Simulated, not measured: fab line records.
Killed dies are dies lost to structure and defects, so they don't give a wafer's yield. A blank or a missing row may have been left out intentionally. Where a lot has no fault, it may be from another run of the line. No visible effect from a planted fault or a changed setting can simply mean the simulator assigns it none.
Matching of chambers | flow n5Finfet | N5_ILD0_CMP_12 on cmp-02: 4 sister chambers
The step polishes SiNx, stops on poly-Si, t overpolish 6 s, target thk 17.67 nm. 4 wafers are shown with their chamber, then 11 later ones without.

## WAFERS, EACH WITH ITS CHAMBER
wafer  | chamber | motorCurrentA (A)
L087.1 | 0       | 8.1
L087.3 | 1       | 8.0
L088.4 | 2       | 10.3
L090.1 | 3       | 8.0

## WAFERS WHOSE CHAMBER IS MISSING
wafer  | motorCurrentA (A)
L090.3 | 7.8
L090.6 | 7.7
L094.3 | 8.0
L094.5 | 7.9
L094.6 | 8.4
L095.3 | 8.7
L095.5 | 7.8
L095.6 | 8.3
L097.3 | 7.7
L097.4 | 7.9
L097.5 | 8.2

## WHICH CHAMBER EACH ONE RAN IN
wafer  | from the rows above          | in truth
L090.3 | can't be placed: 1 or 3 or 0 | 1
L090.6 | can't be placed: 1 or 3 or 0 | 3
L094.3 | can't be placed: 1 or 3 or 0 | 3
L094.5 | can't be placed: 1 or 3 or 0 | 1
L094.6 | can't be placed: 0 or 1 or 3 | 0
L095.3 | can't be placed: 0 or 1 or 3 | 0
L095.5 | can't be placed: 1 or 3 or 0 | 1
L095.6 | can't be placed: 0 or 1 or 3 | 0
L097.3 | can't be placed: 1 or 3 or 0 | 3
L097.4 | can't be placed: 1 or 3 or 0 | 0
L097.5 | can't be placed: 0 or 1 or 3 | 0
Correct placement for 0 of the 11. From these rows, 11 cannot be placed; in 11 the true chamber is one of the candidates. 0 placed wrongly.
How it was worked out, from the rows above alone: a wafer's distance from a chamber is the root of the sum, over the readings, of the square of ((its reading less the chamber's mean) divided by the reading's scatter). If the next closest chamber is less than 2 further off than the closest, the wafer can't be placed; otherwise it belongs to the closest. A chamber's mean is the mean of its shown wafers. The scatter (one wafer shown for each chamber): square how far every hidden wafer sits from the nearest shown wafer, average those squares and take the square root.
